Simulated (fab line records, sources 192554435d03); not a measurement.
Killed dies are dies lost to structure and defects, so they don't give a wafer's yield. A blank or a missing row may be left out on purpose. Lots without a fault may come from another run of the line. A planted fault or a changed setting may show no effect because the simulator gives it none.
fab line records | flow n5_finfet
record lots=9 wafers=27 last_day=20
route steps=1938 shown BEOL_M3@977 BEOL_M4@1111 PASSIVATION@1936
lots that met no fault: from a run of the same line without faults
start_h: hours from the record's first day to the start of the lot's first wafer shown | wait_h: hours since the lot's step before | " the same as in the row above | L1.1+2: a row that stands for several wafers | - no value, or no start given | * or withheld: withheld | < > ~ a bound
route shown NAME@n: a module of which the file shows steps, and the number in the route of the first | usual: mean/standard deviation of fault-free wafers | same: alike in all rows | chamber/n: place in a boat | sites: the reading at each site | _std_site: their standard deviation | _edge_site: outer sites' mean less inner sites' | radius_mm: how far each site lies from the wafer's centre | mask NAME#n: copy n | behind: the tool/chamber that last shaped the wafer | hold: why the lot was held/for how many hours/how that ended | device: the transistor (n, p or np) that didn't switch | end of line: the same wafers' tests at the end of the route | a step without rows: its recipe alone | killed: dies lost to structure and defects at the first sort, not the wafer's yield | map: a wafer's dies, x killed, . not, _ none there
set.NAME: the setting as run; set.NAME@STEP: as run at that earlier step | model.NAME: the simulator's own value behind a step, which no gauge read
steps of the route over a sample of lots; a table a step, a row a wafer
services: from which hour (start_h, from the record's first day; less than 0 if before it) a tool's chamber was out of use, for how many hours, and why
## steps
# step N5_BEOL_M3_VIA_ETCH_34
# recipe chemistry=C4F6/O2 target_depth_a=694 mask_material=SOC pressure_mtorr=15 ion_energy_ev=250 taper_deg=4 time_s=65.9 source_w=350 bias_w=170 Ar_flow_sccm=300 C4F6_flow_sccm=10 O2_flow_sccm=10
# usual bias_w=170.0/0.52 drypump_motor_current_A=5.7/0.48 oes_product_au=0.80/0.089 rf_vpp_V=664/6.2 showerhead_plenum_p_Torr=2.85/0.095 throttle_valve_pct=30.80/0.19
# columns lot.wafer tool chamber start_h wait_h bias_w drypump_motor_current_A oes_product_au rf_hours_counter_h rf_vpp_V showerhead_plenum_p_Torr throttle_valve_pct
L822.1 rie_diel-02 2 177.21 0.0 170.2 6.0 0.73 162 668 2.96 30.79
L822.2 " 0 " " 170.7 5.6 0.94 17 658 2.80 30.73
L822.4 " 1 " " 169.1 6.3 0.89 22 662 2.91 30.76
L824.1 rie_diel-02 1 181.04 0.0 170.3 6.3 0.90 24 661 2.91 30.77
L824.4 " 2 " " 169.9 6.0 0.74 - 668 2.96 30.79
L824.6 " 1 " " 169.9 6.3 0.91 - 662 2.91 30.77
L825.1 rie_diel-06 1 181.04 0.0 169.1 5.6 0.71 213 671 2.92 31.06
L825.3 " 2 " " 169.6 6.4 0.74 162 657 2.73 30.53
L825.5 " 3 " " 169.2 5.5 0.69 - 664 2.83 31.12
L830.2 rie_diel-02 3 250.76 0.0 170.2 5.8 0.77 114 657 2.75 31.10
L830.4 " 0 " " 169.5 5.7 0.88 - 658 2.79 30.77
L830.5 " 2 " " 170.1 6.0 0.72 - 667 2.95 30.81
L832.2 rie_diel-03 3 275.01 0.0 169.6 5.5 0.86 46 672 3.00 30.54
L832.3 " 0 " " 170.3 4.7 0.79 72 664 2.78 30.65
L832.4 " 2 " " 170.2 5.3 0.94 13 675 3.01 30.72
L833.1 rie_diel-06 0 278.11 0.0 170.8 5.2 0.90 35 657 2.79 30.77
L833.4 " 3 " " 170.5 5.4 0.68 226 662 2.82 31.16
L833.6 " 3 " " 170.2 5.4 0.68 - 664 2.82 31.15
L841.4 rie_diel-03 0 319.30 0.0 169.9 4.7 0.78 - 662 2.77 30.67
L841.5 " 2 " " 169.7 5.3 0.91 - 674 3.01 30.72
L841.6 " 1 " " 168.9 6.0 0.99 - 673 2.91 30.65
L843.1 rie_diel-06 2 319.37 0.0 169.4 6.4 0.73 193 659 2.72 30.56
L843.2 " 3 " " 170.0 5.4 0.67 237 663 2.82 31.16
L843.5 " 3 " " 169.9 5.4 0.68 - 663 2.82 31.17
L842.2 rie_diel-02 2 319.72 0.0 169.8 6.0 0.71 208 667 2.94 30.84
L842.3 " 1 " " 169.4 6.3 0.85 52 662 2.90 30.80
L842.6 " 2 " " 169.5 6.0 0.70 - 668 2.94 30.84
# step N5_BEOL_M3_TRENCH_ETCH_37
# recipe chemistry=C4F6/O2 target_depth_a=555.55 target=SiOC time_s=29.2 ion_energy_ev=250 pressure_mtorr=30 source_w=355 bias_w=185 Ar_flow_sccm=300 C4F6_flow_sccm=10 O2_flow_sccm=10
# usual bias_w=185.0/0.5 drypump_motor_current_A=5.7/0.48 oes_product_au=0.81/0.089 rf_vpp_V=664/6.2 showerhead_plenum_p_Torr=2.86/0.095 throttle_valve_pct=20.88/0.22
# columns lot.wafer tool chamber start_h wait_h bias_w drypump_motor_current_A oes_product_au rf_hours_counter_h rf_vpp_V showerhead_plenum_p_Torr throttle_valve_pct
L822.1 rie_diel-02 2 - - 184.5 6.1 0.75 162 667 2.96 20.92
L822.2 " 0 " " 185.5 5.6 0.93 17 659 2.80 20.74
L822.4 " 1 " " 184.0 6.4 0.90 22 663 2.92 20.70
L824.1 rie_diel-02 1 - - 184.7 6.3 0.89 24 663 2.92 20.67
L824.4 " 2 " " 184.6 6.0 0.74 - 667 2.96 20.94
L824.6 " 1 " " 185.8 6.2 0.90 - 661 2.92 20.68
L825.1 rie_diel-06 1 - - 184.9 5.6 0.71 213 673 2.93 21.21
L825.3 " 2 " " 185.0 6.5 0.76 162 657 2.73 20.70
L825.5 " 3 " " 185.3 5.4 0.69 - 665 2.84 21.20
L830.2 rie_diel-02 3 - - 185.2 5.8 0.77 114 657 2.75 21.23
L830.4 " 0 " " 185.1 5.6 0.88 - 657 2.79 20.78
L830.5 " 2 " " 185.7 6.0 0.72 - 666 2.95 20.97
L832.2 rie_diel-03 3 - - 185.1 5.5 0.87 46 672 3.00 20.64
L832.3 " 0 " " 186.0 4.8 0.81 73 666 2.78 20.73
L832.4 " 2 " " 185.0 5.3 0.93 13 674 3.02 20.73
L833.1 rie_diel-06 0 - - 184.3 5.2 0.89 35 656 2.80 20.74
L833.4 " 3 " " 185.3 5.4 0.68 226 663 2.83 21.23
L833.6 " 3 " " 185.3 5.5 0.68 - 663 2.83 21.24
L841.4 rie_diel-03 0 - - 185.2 4.7 0.78 - 664 2.78 20.75
L841.5 " 2 " " 185.4 5.3 0.91 - 674 3.01 20.76
L841.6 " 1 " " 184.9 6.0 0.98 - 673 2.91 20.65
L843.1 rie_diel-06 2 - - 184.3 6.4 0.73 193 656 2.72 20.73
L843.2 " 3 " " 184.7 5.4 0.68 237 662 2.82 21.26
L843.5 " 3 " " 185.5 5.4 0.68 - 664 2.82 21.26
L842.2 rie_diel-02 2 - - 185.5 6.0 0.71 208 666 2.94 21.00
L842.3 " 1 " " 184.6 6.4 0.86 52 661 2.90 20.73
L842.6 " 2 " " 184.9 6.0 0.71 - 665 2.94 21.03
# step N5_BEOL_M3_OCD_MEAS_38
# usual trench_depth_nm=55.4/0.61
# columns lot.wafer tool chamber start_h wait_h trench_depth_nm
L822.1 ocd-02 - 177.47 - 55.7
L822.2 " - " " 56.2
L822.4 " - " " 55.3
L824.1 ocd-02 - 181.30 - 55.4
L824.4 " - " " 55.6
L824.6 " - " " 55.9
L825.1 ocd-02 - 181.31 - 55.3
L825.3 " - " " 55.6
L825.5 " - " " 55.0
L830.2 ocd-02 - 251.02 - 55.1
L830.4 " - " " 55.7
L830.5 " - " " 55.0
L832.2 ocd-02 - 275.26 - 56.2
L832.3 " - " " 55.0
L832.4 " - " " 55.8
L833.1 ocd-01 - 278.37 - 56.2
L833.4 " - " " 55.4
L833.6 " - " " 55.2
L841.4 ocd-02 - 319.55 - 53.8
L841.5 " - " " 55.2
L841.6 " - " " 55.7
L843.1 ocd-01 - 319.63 - 55.3
L843.2 " - " " 55.7
L843.5 " - " " 56.2
L842.2 ocd-01 - 319.97 - 54.5
L842.3 " - " " 54.8
L842.6 " - " " 55.4
# step N5_BEOL_M3_ALD_84
# recipe material=TaN target_thk_a=* temp_c=275 ald_precursor_family=PDMAT ald_co_reactant=NH3 pressure_torr=3 carrier_flow_sccm=1500 pulse_time_s=2 purge_time_s=3 co_reactant_purge_time_s=2 co_reactant_pulse_time_s=3 ald_cycles=30 precursor_vessel_temp_c=75 precursor_vessel_pressure_torr=26.25 precursor_vessel_carrier_sccm=1000
# usual ald_cycles=30/0 chamber_pressure_Torr=3.000/0.0062 heater_power_w=404/55 precursor_vessel_temp_c=74.99/0.12
# columns lot.wafer tool chamber start_h wait_h ald_cycles chamber_pressure_Torr heater_power_w precursor_vessel_temp_c
L822.1 ald_metal-04 1 178.05 0.1 30 2.996 509 74.88
L822.2 " 2 " " 30 3.005 406 74.84
L822.4 " 3 " " 30 3.000 382 74.83
L824.1 ald_metal-04 1 181.98 0.3 30 2.997 510 74.97
L824.4 " 2 " " 30 3.003 409 75.14
L824.6 " 3 " " 30 2.993 384 75.08
L825.1 ald_metal-01 3 181.99 0.1 30 3.005 415 75.31
L825.3 " 1 " " 30 3.011 340 75.02
L825.5 " 3 " " 30 2.992 426 75.20
L830.2 ald_metal-03 2 251.39 0.0 30 2.983 410 74.99
L830.4 " 3 " " 30 3.000 359 75.05
L830.5 " 2 " " 30 2.999 419 75.13
L832.2 ald_metal-04 2 275.67 0.0 30 2.997 408 75.03
L832.3 " 0 " " 34 3.003 338 74.92
L832.4 " 1 " " 30 2.998 504 74.95
L833.1 ald_metal-04 3 278.92 0.0 30 2.991 379 74.79
L833.4 " 2 " " 30 3.009 407 74.94
L833.6 " 0 " " 34 3.005 336 74.91
L841.4 ald_metal-03 0 320.29 0.0 30 2.994 508 75.00
L841.5 " 2 " " 30 2.998 407 75.05
L841.6 " 1 " " 30 3.001 364 75.02
L843.1 ald_metal-01 2 320.30 0.0 30 2.998 440 75.08
L843.2 " 1 " " 30 3.001 343 75.04
L843.5 " 2 " " 30 3.004 436 74.91
L842.2 ald_metal-01 2 320.50 0.1 30 2.988 435 74.91
L842.3 " 3 " " 30 3.002 409 74.89
L842.6 " 1 " " 30 2.997 345 75.08
# step N5_BEOL_M4_RC_MEAS_101
# usual CHAIN_V2=232/7.2 CHAIN_V2_max_site=240/7.7 DIBL_N=36.6/1.3 DIBL_P=36.4/1.4 IOFF_N=0.167/0.023 IOFF_P=0.219/0.029 ION_N=678/8.7 ION_P=464/6.4 SS_N=71.5/0.53 SS_P=73.4/0.57 VT_N=248.5/2.8 VT_P=-249/3.1
# columns lot.wafer tool chamber start_h wait_h CHAIN_V2[ohm/link] CHAIN_V2_max_site[ohm/link] DIBL_N[mV/V] DIBL_P[mV/V] IOFF_N[nA/um] IOFF_P[nA/um] ION_N[uA/um] ION_P[uA/um] SS_N[mV/dec] SS_P[mV/dec] VT_N[mV] VT_P[mV]
L822.1 prober-02 0 196.22 0.0 219 224 35.3 33.7 0.136 0.182 658 455 70.3 73.0 255.9 -250
L822.2 " 0 " " 227 237 34.1 32.7 0.125 0.170 659 458 70.5 72.9 253.4 -250
L822.4 " 0 " " 232 239 34.1 33.6 0.129 0.179 668 458 70.8 72.8 253.7 -251
L825.1 prober-02 0 201.08 0.0 241 255 34.3 33.1 0.125 0.212 660 468 71.6 72.4 254.0 -247
L825.3 " 0 " " 235 243 35.1 33.8 0.132 0.219 673 475 71.4 72.5 253.4 -249
L825.5 " 0 " " 240 248 36.7 35.5 0.164 0.256 675 476 73.2 72.3 249.6 -245
L824.1 prober-02 0 202.92 0.0 234 239 37.2 36.1 0.166 0.233 688 471 71.8 73.2 247.2 -245
L824.4 " 0 " " 229 233 37.2 35.8 0.158 0.233 691 470 71.2 73.9 246.0 -245
L824.6 " 0 " " 234 247 39.4 38.8 0.219 0.279 702 477 71.9 74.0 242.7 -246
L830.2 prober-01 0 283.34 0.2 226 235 34.9 34.7 0.144 0.182 674 460 71.2 72.9 250.8 -253
L830.4 " 0 " " 230 243 36.6 36.5 0.170 0.208 669 458 71.6 73.3 247.6 -249
L830.5 " 0 " " 221 233 34.6 34.2 0.131 0.178 665 461 70.7 72.7 249.1 -251
L832.2 prober-02 0 290.19 0.2 227 236 35.6 34.4 0.148 0.192 673 458 70.7 73.2 250.9 -250
L832.3 " 0 " " 253 259 36.8 36.1 0.175 0.229 687 468 71.4 73.6 248.2 -248
L832.4 " 0 " " 233 237 35.9 35.5 0.152 0.214 671 464 71.7 73.0 248.8 -248
L833.1 prober-01 0 305.05 0.0 242 249 35.5 37.1 0.165 0.201 674 460 71.6 74.1 248.2 -253
L833.4 " 0 " " 237 242 36.0 38.0 0.177 0.215 673 457 71.8 74.1 249.4 -253
L833.6 " 0 " " 266 276 36.7 38.3 0.189 0.210 670 455 72.2 74.1 247.0 -251
L843.1 prober-02 0 351.41 0.0 240 247 36.2 37.2 0.160 0.197 679 461 71.8 72.2 248.6 -252
L843.2 " 0 " " 232 239 36.1 36.6 0.153 0.182 676 457 71.3 72.6 251.2 -250
L843.5 " 0 " " 238 243 35.8 36.3 0.151 0.179 679 460 70.9 72.6 250.6 -252
L841.4 prober-01 0 351.61 0.5 236 244 37.1 39.1 0.171 0.247 674 463 72.1 73.3 249.8 -248
L841.5 " 0 " " 236 248 37.7 38.4 0.176 0.233 675 465 72.4 73.7 250.0 -248
L841.6 " 0 " " 236 239 36.9 38.3 0.168 0.222 678 466 71.7 73.8 252.3 -251
L842.2 prober-01 0 358.47 0.2 231 243 38.3 39.0 0.231 0.281 704 477 71.8 74.7 242.5 -245
L842.3 " 0 " " 234 241 37.2 36.4 0.193 0.235 689 468 71.3 74.4 245.3 -249
L842.6 " 0 " " 236 245 37.2 36.5 0.188 0.234 690 468 71.6 73.3 245.2 -250
# sites CHAIN_V2 radius_mm=0,75,75,75,75,140,140,140,140
L822.1 219 218 215 222 224 223 213 217 219
L825.1 236 240 244 235 248 252 241 237 255
L824.1 232 238 239 229 238 226 228 234 237
L830.2 226 230 227 235 229 220 223 223 219
L832.2 227 234 236 234 233 217 227 220 223
L833.1 240 245 249 242 242 239 230 247 241
L843.1 236 238 242 241 247 240 231 229 243
L841.4 231 233 244 241 241 236 238 234 235
L842.2 243 233 235 239 231 213 210 219 214
# step N5_PASSIVATION_PROBE_49
# usual defect_limited_yield=91.6/1.6 killed_at_M0_to_M3=32/9.7 killed_at_M4_up=13/4.4 killed_at_contacts=12/6.5 killed_at_front_end=38/12 killed_at_other=3.7/3 killed_dies=99/18 killed_open=66/14 killed_short=32/7.5 sort_bin_5_function=4.9/1 sort_bin_6_memory=3.2/0.73 sort_n_pass=1081/18 sort_yield_pct=91.6/1.6
# same gross_dies=1180 killed_at_back_side=0 sort_bin_4_leakage[%]=0 sort_bin_8_speed[%]=0
# columns lot.wafer tool chamber start_h wait_h defect_limited_yield[%] killed_at_M0_to_M3 killed_at_M4_up killed_at_contacts killed_at_front_end killed_at_other killed_dies killed_open killed_short sort_bin_5_function[%] sort_bin_6_memory[%] sort_n_pass sort_yield_pct[%]
L822.1 prober-01 - 299.13 0.0 90.3 39 8 16 48 4 115 85 30 4.7 5.0 1065 90.3
L822.2 prober-01 - 299.18 0.1 89.0 56 13 8 52 1 130 93 37 5.6 4.8 1050 89.0
L822.4 prober-01 - 299.28 0.2 91.4 43 12 9 34 3 101 64 37 4.9 3.4 1079 91.4
L832.2 prober-01 - 389.96 0.1 91.3 33 19 10 39 2 103 76 27 4.1 4.5 1077 91.3
L832.4 prober-01 - 390.06 0.2 92.2 43 4 16 23 6 92 71 21 4.2 3.2 1088 92.2
L830.2 prober-02 - 393.36 0.1 93.4 40 11 2 25 0 78 42 34 3.6 2.9 1102 93.4
L830.4 prober-02 - 393.46 0.2 93.1 40 9 5 25 2 81 49 32 3.2 3.3 1099 93.1
L830.5 prober-02 - 393.51 0.2 92.1 43 9 7 31 3 93 66 26 4.2 3.1 1087 92.1
L833.1 prober-01 - 418.70 0.0 93.0 25 13 9 34 2 83 52 31 4.5 2.4 1097 93.0
L833.4 prober-01 - 418.85 0.2 92.1 35 19 7 29 3 93 62 31 4.7 3.1 1087 92.1
L833.6 prober-01 - 418.95 0.3 92.6 23 15 8 40 1 87 56 31 4.3 3.0 1093 92.6
# killed by level:class
L822.1 MOL_CONTACT_COAG:geometric_particle:open=13 BEOL_M0:geometric_particle:open=10 BEOL_M1:geometric_particle:open=10 FIN_SAQP:geometric_particle:open=8 BEOL_M3:geometric_particle:open=7 GATE_CUT:geometric_particle:short=6 STI_FIN_REVEAL:geometric_particle:open=5 DUMMY_GATE:geometric_particle:open=5
L822.2 STI_FIN_REVEAL:geometric_particle:open=18 BEOL_M0_SAQP:geometric_particle:short=11 BEOL_M3:geometric_particle:open=11 BEOL_M0_SAQP:geometric_particle:open=10 DUMMY_GATE:geometric_particle:open=8 BEOL_M1:geometric_particle:open=8 GATE_CUT:geometric_particle:open=6 FIN_SAQP:geometric_particle:open=5
L822.4 STI_FIN_REVEAL:geometric_particle:open=14 BEOL_M0_SAQP:geometric_particle:short=13 BEOL_M1:geometric_particle:open=11 BEOL_M0_SAQP:geometric_particle:open=8 MOL_CONTACT_COAG:geometric_particle:open=6 DUMMY_GATE:geometric_particle:open=5 BEOL_M4:geometric_particle:open=5 FIN_SAQP:geometric_particle:open=4
L832.2 BEOL_M2:geometric_particle:open=11 FIN_SAQP:geometric_particle:open=10 MOL_CONTACT_COAG:geometric_particle:open=10 BEOL_M4:geometric_particle:open=10 STI_FIN_REVEAL:geometric_particle:open=6 GATE_CUT:geometric_particle:short=6 BEOL_M0_SAQP:geometric_particle:short=5 BEOL_M1:geometric_particle:open=5
L832.4 BEOL_M1:geometric_particle:open=16 MOL_CONTACT_COAG:geometric_particle:open=14 BEOL_M2:geometric_particle:open=7 STI_FIN_REVEAL:geometric_particle:open=7 BEOL_M0_SAQP:geometric_particle:open=6 BEOL_M0_SAQP:geometric_particle:short=5 FIN_SAQP:geometric_particle:open=4 PASS1_CAP:geometric_particle:short=4
L830.2 BEOL_M0_SAQP:geometric_particle:short=14 BEOL_M0_SAQP:geometric_particle:open=11 BEOL_M4:geometric_particle:open=6 STARTING-WAFER:geometric_particle:short=6 BEOL_M2:geometric_particle:open=5 FIN_SAQP:geometric_particle:short=4 BEOL_M1:geometric_particle:open=4 DUMMY_GATE:geometric_particle:open=3
L830.4 BEOL_M0_SAQP:geometric_particle:short=12 BEOL_M0_SAQP:geometric_particle:open=10 FIN_SAQP:geometric_particle:open=7 BEOL_M1:geometric_particle:short=6 FIN_SAQP:geometric_particle:short=5 BEOL_M2:geometric_particle:open=4 BEOL_M3:geometric_particle:open=4 BEOL_M4:geometric_particle:open=4
L830.5 FIN_SAQP:geometric_particle:short=11 BEOL_M1:geometric_particle:open=11 BEOL_M2:geometric_particle:open=10 BEOL_M0_SAQP:geometric_particle:open=8 MOL_CONTACT_COAG:geometric_particle:open=6 BEOL_M3:geometric_particle:open=5 FIN_SAQP:geometric_particle:open=4 BEOL_M0_SAQP:geometric_particle:short=4
L833.1 BEOL_M2:geometric_particle:open=10 GATE_CUT:geometric_particle:short=9 FIN_SAQP:geometric_particle:short=6 MOL_CONTACT_COAG:geometric_particle:open=6 BEOL_M3:geometric_particle:open=6 BEOL_M5:geometric_particle:open=6 STI_FIN_REVEAL:geometric_particle:open=5 BEOL_M4:geometric_particle:open=5
L833.4 BEOL_M0:geometric_particle:open=9 BEOL_M2:geometric_particle:open=9 BEOL_M4:geometric_particle:open=8 GATE_CUT:geometric_particle:short=6 STI_FIN_REVEAL:geometric_particle:open=5 MOL_CONTACT_COAG:geometric_particle:open=5 BEOL_M3:geometric_particle:open=4 BEOL_M5:geometric_particle:open=4
L833.6 FIN_SAQP:geometric_particle:short=10 GATE_CUT:geometric_particle:short=7 FIN_SAQP:geometric_particle:open=6 STI_FIN_REVEAL:geometric_particle:open=6 GATE_CUT:geometric_particle:open=6 BEOL_M2:geometric_particle:open=6 BEOL_M4:geometric_particle:open=6 MOL_CONTACT_COAG:geometric_particle:open=5
## services
# columns tool chamber start_h hours kind
rie_diel-06 - 158.33 2.8 pm
rie_diel-06 2 163.27 9.2 repair
rie_diel-03 - 177.21 0.8 repair
ald_metal-04 2 178.92 2.3 repair
ald_metal-04 - 190.65 1.2 pm
ald_metal-03 - 211.76 14.6 pm
rie_diel-02 2 214.00 6.4 repair
ald_metal-04 1 216.54 24.2 repair
rie_diel-02 1 219.30 40.8 repair
rie_diel-03 2 225.34 - clean
rie_diel-03 2 225.34 - consumable_replace:focus_ring
rie_diel-03 2 225.34 - consumable_replace:showerhead
rie_diel-03 2 225.34 18.0 scheduled_down
rie_diel-03 2 225.34 18.0 vent_cycle
ald_metal-03 - 226.36 2.8 pm
rie_diel-06 3 252.54 2.8 repair
ald_metal-01 3 259.70 3.6 repair
rie_diel-03 1 260.48 6.6 repair
rie_diel-03 1 280.85 - clean
rie_diel-03 1 280.85 - consumable_replace:focus_ring
ald_metal-01 1 289.58 29.9 repair
ald_metal-03 - 311.42 6.0 pm
ald_metal-01 3 315.96 1.6 repair
rie_diel-03 3 318.68 3.2 repair
## key
first_sign step=N5_BEOL_M3_ALD_84 reading=ald_cycles direction=up sigmas=99+ usual=* struck=*
effect step=N5_BEOL_M4_RC_MEAS_101 reading=CHAIN_V2 direction=up sigmas=3.8 usual=232 struck=259
effect step=N5_BEOL_M4_RC_MEAS_101 reading=CHAIN_V2_max_site direction=up sigmas=3.6 usual=240 struck=267
met_at N5_BEOL_M3_ALD_84
struck_lots L832,L833
struck_wafers L832.3,L833.6
not_acting_at N5_BEOL_M3_VIA_ETCH_34,N5_BEOL_M3_TRENCH_ETCH_37,N5_BEOL_M3_OCD_MEAS_38
onset_between 181.98 275.67
fault kind=process_parameter_drift tool=ald_metal-04 chamber=- onset_h=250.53 steps=N5_BEOL_M3_ALD_84 channel=ald_cycles offset=* shape=step end_h=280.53 scope=struck_wafers_only acts_in=* stated=*
